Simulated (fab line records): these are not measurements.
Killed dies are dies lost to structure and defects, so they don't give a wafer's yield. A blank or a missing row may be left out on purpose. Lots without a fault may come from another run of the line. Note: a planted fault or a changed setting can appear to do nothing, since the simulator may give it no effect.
Comparing a struck lot with a sound one	flow nand harc	15 out of 1159 route steps
Sound: these wafers, L550.1, L550.2, L550.3. Wafers L560.3, L560.5, L560.6 were the ones struck. At the end, the cause is stated.
Per side, at each step with rows, come the tool, then ch with its chambers, and then its first start. Under that, the readings that differ: sound wafers	struck wafers	difference of the means	sigmas: that difference in standard deviations of wafers without a fault.
alike: words and numbers the same on both sides, and readings whose means are apart by under 2 such deviations; not compared: readings that were withheld, readings missing a value for some wafer, numbers with overlapping values and no deviation given by the record, and bounds like >300 which may hide the same value.
The two part at a step that has a row with sigmas, a row that says differs or no value, or rows on one side only. When numbers do not overlap yet have no deviation, they are printed without sigmas and do not part them. Lack of a reading on every wafer of one side parts them only where that side has two or more wafers.

first, 3 steps without rows for these wafers: NHARC_A_CHANNEL_HOLE_D1_STRIP_41 (strips in N2/H2); NHARC_A_CHANNEL_HOLE_D1_STRIP_42 (strips in CF4/CHF3); NHARC_A_CHANNEL_HOLE_D1_STRIP_43 (strips in O2/COS).
NHARC_A_CHANNEL_HOLE_D1_ETCH_44: etches the open film in CF4/O2, target depth 140 nm, overetch 14 nm, time 77 s.
  sound on rie diel-07 ch 0,1,2, day 9 20:41; struck on rie diel-06 ch 0,1,3, day 12 02:03
  alike: drypump motor current A, oes product au, rf vpp V, showerhead plenum p Torr, throttle valve pct
  not compared: rf hours counter h
NHARC_A_CHANNEL_HOLE_D1_STRIP_27: strips in O2.
  sound: rie diel-07 ch 1,2,3; struck: rie diel-06 ch 0,3
  alike: drypump motor current A, oes product au, rf vpp V, showerhead plenum p Torr, throttle valve pct
  not compared: rf hours counter h
then, 2 steps without rows for these wafers: NHARC_A_CHANNEL_HOLE_D1_PRECLEAN_28 (cleans in SC1); NHARC_A_CHANNEL_HOLE_D1_SRD_29.
NHARC_A_CHANNEL_HOLE_D1_CD_MEAS_30:
  sound: cd sem-02 at day 9 21:28; struck: cd sem-03 at day 12 02:51
  alike: cd nm
NHARC_A_CHANNEL_HOLE_D1_XSEM_31:
  sound on xsem-01 ch 0, day 9 21:34; struck on xsem-02 ch 0, day 12 02:56
  alike: bot cd nm, bow nm, tilt deg
NHARC_A_CHANNEL_HOLE_D1_INSPECT_40:
  sound: defect inspect-01 at day 9 21:39; struck: defect inspect-02 at day 12 03:02
  alike: raw defect count
then, 2 steps without rows for these wafers: NHARC_A_CHANNEL_FILL_D1_PRECLEAN_00 (cleans in SC1); NHARC_A_CHANNEL_FILL_D1_SRD_01.
NHARC_A_CHANNEL_FILL_D1_ALD_02: deposits SiO2, target thk 6 nm, pulse time 10 s, ald cycles 60.
  sound on ald hk-01 ch 0,1,2, day 9 22:14; struck on ald hk-01 ch 2,3, day 12 06:20
reading	sound	struck	difference	sigmas
ald cycles	60 60 60	67 67 67	+7	
  alike: heater power w, precursor pulse height rel
NHARC_A_CHANNEL_FILL_D1_ALD_03: deposits SiNx, target thk 6 nm, pulse time 60 s, ald cycles 58.
  sound: ald sin batch-01 ch 0; struck: ald sin batch-01 ch 0
  alike: ald cycles, precursor pulse height rel
-- jump in the record: it breaks off in module A_CHANNEL_FILL_D1 and resumes in module END (first step shown: number 1159 of the route), and 11 days separate the struck wafers' starts before and after --
NHARC_END_SORT_01:
  sound on prober-02 ch 0, day 20 22:35; struck on prober-01 ch 0, day 23 03:20
reading	sound	struck	difference	sigmas
killed at other	0 0 0	3 3 3	+3	+3
  alike: killed at array, killed at periphery, killed dies, killed open, killed short

== WHERE THEY PART ==
Within this record, at NHARC_END_SORT_01 only.

WHY: what the simulator had put in
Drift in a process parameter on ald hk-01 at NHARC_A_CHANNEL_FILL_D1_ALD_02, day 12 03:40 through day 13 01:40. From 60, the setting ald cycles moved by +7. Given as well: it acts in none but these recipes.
